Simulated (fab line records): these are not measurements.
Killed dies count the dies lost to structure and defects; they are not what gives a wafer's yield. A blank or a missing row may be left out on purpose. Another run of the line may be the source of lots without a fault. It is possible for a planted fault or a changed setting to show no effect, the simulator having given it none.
The tool behind it: which one? | flow n5-finfet | 29 wafers from 10 lots sampled at 5 of the route's 1938 steps

WHAT EACH GAUGE READ, for each wafer
N5_ZERO_LAYER_INSPECT_20: inspects for defects (darkfield). Usual: raw-defect-count 33, standard deviation 15.
lot  | measured    | on                | raw-defect-count | flag
L191 | day 1 13:23 | defect-inspect-02 | 13 15 6          |
L193 | day 2 01:19 | defect-inspect-02 | 18 32 35         |
L195 | day 2 13:16 | defect-inspect-02 | 36 48 41         |
L196 | day 2 19:21 | defect-inspect-01 | 29 40 27         |
L197 | day 3 01:37 | defect-inspect-01 | 33 49 14         |
L201 | day 4 01:50 | defect-inspect-01 | 28 26 65         |
L203 | day 4 13:23 | defect-inspect-02 | 47 27            |
L211 | day 6 13:23 | defect-inspect-02 | 46 21 24         |
L212 | day 6 19:17 | defect-inspect-01 | 42 50 32         |
L213 | day 7 01:32 | defect-inspect-01 | 63 39 46         |

N5_PMOS_HMC_CHANNEL_EPI_CD_MEAS_09: the cd target is 237.4 nm. Usual: cd-nm 237.2 nm, standard deviation 0.79.
lot  | measured    | on        | cd-nm (nm)        | flag
L191 | day 1 17:40 | cd-sem-03 | 236.9 235.9 236.8 |
L193 | day 2 05:26 | cd-sem-02 | 237.0 236.6 236.4 |
L195 | day 2 17:13 | cd-sem-03 | 236.7 236.0 236.6 |
L196 | day 2 23:29 | cd-sem-02 | 236.6 237.7 238.0 |
L197 | day 3 05:50 | cd-sem-02 | 237.6 237.0 237.5 |
L201 | day 4 05:43 | cd-sem-02 | 237.6 236.8 236.8 |
L203 | day 4 17:21 | cd-sem-03 | 235.2 237.1       |
L211 | day 6 17:34 | cd-sem-03 | 236.9 237.4 237.5 |
L212 | day 6 23:22 | cd-sem-03 | 237.1 236.6 235.9 |
L213 | day 7 05:28 | cd-sem-03 | 239.0 238.3 237.6 |

N5_BEOL_M4_RC_MEAS_101. Usual: DIBL_N 35.7 mV/V, standard deviation 1.3; DIBL_P 35.4 mV/V, standard deviation 1.8; IOFF_N 0.152 nA/um, standard deviation 0.027; IOFF_P 0.20 nA/um, standard deviation 0.034; ION_N 672 uA/um, standard deviation 9.8; ION_P 461 uA/um, standard deviation 7.5; RS_PWELL 3013 ohm/sq, standard deviation 23; SS_N 71.4 mV/dec, standard deviation 0.55; SS_P 73.1 mV/dec, standard deviation 0.61; VT_N 251 mV, standard deviation 3.3; VT_P -251 mV, standard deviation 3.6.
lot  | measured     | on        | DIBL_N (mV/V)  | DIBL_P (mV/V)  | IOFF_N (nA/um)    | IOFF_P (nA/um) | ION_N (uA/um) | ION_P (uA/um) | RS_PWELL (ohm/sq) | SS_N (mV/dec)  | SS_P (mV/dec)  | VT_N (mV)   | VT_P (mV)      | flag
L191 | day 7 18:44  | prober-02 | 37.2 35.0 35.2 | 39.2 38.2 36.6 | 0.199 0.160 0.161 | 0.27 0.24 0.22 | 681 672 684   | 469 465 467   | 2997 2999 3001    | 72.2 71.1 71.0 | 74.2 73.9 73.7 | 247 248 248 | -244 -246 -247 |
L193 | day 8 11:07  | prober-01 | 38.6 34.7 34.8 | 38.5 32.9 34.2 | 0.217 0.139 0.144 | 0.30 0.21 0.22 | 674 671 673   | 468 463 460   | 3013 3035 3056    | 72.4 71.0 71.6 | 74.4 72.9 73.5 | 248 251 251 | -244 -249 -248 |
L195 | day 8 23:14  | prober-01 | 35.8 36.4 36.6 | 36.2 37.6 37.3 | 0.162 0.186 0.188 | 0.18 0.19 0.19 | 676 688 673   | 452 469 453   | 2998 2977 2981    | 71.3 71.3 72.3 | 73.1 73.7 73.8 | 253 246 251 | -258 -252 -253 |
L196 | day 9 02:27  | prober-02 | 35.6 38.0 37.0 | 36.1 39.5 37.8 | 0.174 0.237 0.203 | 0.24 0.32 0.27 | 679 694 691   | 472 484 481   | 3018 3030 3035    | 71.7 72.4 71.8 | 73.4 73.6 73.5 | 247 243 243 | -243 -242 -243 |
L197 | day 9 08:35  | prober-02 | 35.7 35.7 35.1 | 36.7 36.7 36.3 | 0.162 0.163 0.152 | 0.23 0.23 0.22 | 680 678 678   | 468 467 467   | 3033 3005 3011    | 71.3 71.4 71.0 | 72.6 72.1 73.0 | 247 247 249 | -247 -248 -247 |
L201 | day 10 11:20 | prober-02 | 37.7 35.7 34.9 | 38.4 35.6 34.8 | 0.187 0.149 0.139 | 0.26 0.22 0.21 | 680 662 677   | 466 463 465   | 3926 3969 3923    | 72.5 71.3 70.7 | 74.4 73.1 73.3 | 250 250 250 | -245 -248 -248 | OFF
L203 | day 11 00:10 | prober-02 | 35.2 34.1      | 34.3 33.3      | 0.139 0.125       | 0.16 0.15      | 649 659       | 445 449       | 3913 3911         | 71.3 70.1      | 73.1 73.0      | 252 251     | -256 -256      | OFF
L211 | day 12 17:35 | prober-02 | 33.4 33.5 36.0 | 34.1 33.9 36.6 | 0.116 0.108 0.151 | 0.15 0.15 0.18 | 656 649 663   | 451 445 452   | 3009 2998 3030    | 71.0 70.8 71.3 | 72.4 72.5 73.1 | 256 258 251 | -258 -256 -257 |
L212 | day 12 22:13 | prober-02 | 35.3 37.8 35.5 | 35.0 38.1 35.2 | 0.137 0.182 0.137 | 0.18 0.22 0.18 | 679 689 678   | 464 468 466   | 3009 3011 3015    | 70.7 71.5 71.0 | 72.9 73.6 73.5 | 254 249 250 | -252 -249 -253 |
L213 | day 13 20:10 | prober-01 | 34.3 36.4 35.3 | 34.6 36.6 35.2 | 0.123 0.150 0.124 | 0.18 0.20 0.17 | 663 673 667   | 458 464 456   | 3026 3055 3020    | 71.2 71.5 71.2 | 72.0 73.5 72.7 | 253 250 253 | -252 -250 -251 |

WHICH TOOL RAN EACH LOT (tool, then ch and the chambers of the sampled wafers, then the start)
lot  | N5_ZERO_LAYER_PECVD_02         | N5_WELL_APT_IMPLANT_31
L191 | pecvd-04 ch 0,2, day 1 12:17   | implanter-02 ch 0, day 1 15:14
L193 | pecvd-04 ch 0,1,2, day 2 00:17 | implanter-02 ch 0, day 2 03:25
L195 | pecvd-04 ch 0,2, day 2 12:18   | implanter-02 ch 0, day 2 15:04
L196 | pecvd-04 ch 1,2, day 2 18:18   | implanter-01 ch 0, day 2 21:33
L197 | pecvd-02 ch 0,1, day 3 00:19   | implanter-02 ch 0, day 3 03:48
L201 | pecvd-01 ch 0,1, day 4 00:17   | implanter-02 ch 0, day 4 03:40
L203 | pecvd-02 ch 1,2, day 4 12:17   | implanter-02 ch 0, day 4 15:20
L211 | pecvd-02 ch 0,1,2, day 6 12:17 | implanter-01 ch 0, day 6 15:16
L212 | pecvd-04 ch 0,1,2, day 6 18:17 | implanter-02 ch 0, day 6 21:12
L213 | pecvd-02 ch 1,2, day 7 00:17   | implanter-01 ch 0, day 7 03:16
- N5_ZERO_LAYER_PECVD_02: deposits SiO2 from SiH4/N2O, target thk 10 nm, time 6 s.
- N5_WELL_APT_IMPLANT_31

WHAT THE TOOLS THEMSELVES READ (means of the sampled wafers that have a number; where no wafer has one, the mark that the record gives instead)
N5_ZERO_LAYER_PECVD_02. Usual: heater-power-w 756 W, standard deviation 130; showerhead-plenum-p-Torr 8.11 Torr, standard deviation 0.18.
lot  | tool     | heater-power-w (W) | showerhead-plenum-p-Torr (Torr) | flag
L191 | pecvd-04 | 724                | 8.17                            |
L193 | pecvd-04 | 719                | 8.12                            |
L195 | pecvd-04 | 738                | 8.17                            |
L196 | pecvd-04 | 797                | 8.24                            |
L197 | pecvd-02 | 767                | 7.94                            |
L201 | pecvd-01 | 820                | 8.18                            |
L203 | pecvd-02 | 766                | 8.04                            |
L211 | pecvd-02 | 755                | 8.04                            |
L212 | pecvd-04 | 709                | 8.11                            |
L213 | pecvd-02 | 785                | 8.10                            |

N5_WELL_APT_IMPLANT_31. Usual: dose-ions-cm2 1.5001e+13, standard deviation 1.9e+10; faraday-current-uA 191, standard deviation 3.8.
lot  | tool         | dose-ions-cm2 | faraday-current-uA | flag
L191 | implanter-02 | 1.4972e+13    | 189                |
L193 | implanter-02 | 1.5002e+13    | 187                |
L195 | implanter-02 | 1.5002e+13    | 192                |
L196 | implanter-01 | 1.4993e+13    | 190                |
L197 | implanter-02 | 1.4998e+13    | 188                |
L201 | implanter-02 | 9.4673e+12    | 122                | OFF
L203 | implanter-02 | 9.4230e+12    | 121                | OFF
L211 | implanter-01 | 1.5016e+13    | 190                |
L212 | implanter-02 | 1.5003e+13    | 189                |
L213 | implanter-01 | 1.4994e+13    | 188                |

THE ANSWER, worked out from the rows above alone
Rule: a lot is off if the mean of its wafers that have a number lies more than 3 standard deviations from the usual mean. A lot without any number at a reading at which 4 lots or more have one is off too. The other lots that the step has rows for count as sound. The gauges are gone through in route order, then the tools' own readings, and for those a lot's mean is taken as printed above. At the first step where some lot is off, the reading lying furthest off is the one used; lots without a number count as furthest.
Off: at N5_BEOL_M4_RC_MEAS_101 (RS_PWELL), L201, L203.
If a tool, at a process step before that reading, ran all the lots that are off and no sound lot after the first of them, it fits. The gauges at N5_BEOL_M4_RC_MEAS_101 aren't tried: what is off there is off at N5_WELL_APT_IMPLANT_31 too, on other tools, and a gauge's error can't cause that. No candidate that was tried fits.

WHAT WAS PUT IN BY THE SIMULATOR
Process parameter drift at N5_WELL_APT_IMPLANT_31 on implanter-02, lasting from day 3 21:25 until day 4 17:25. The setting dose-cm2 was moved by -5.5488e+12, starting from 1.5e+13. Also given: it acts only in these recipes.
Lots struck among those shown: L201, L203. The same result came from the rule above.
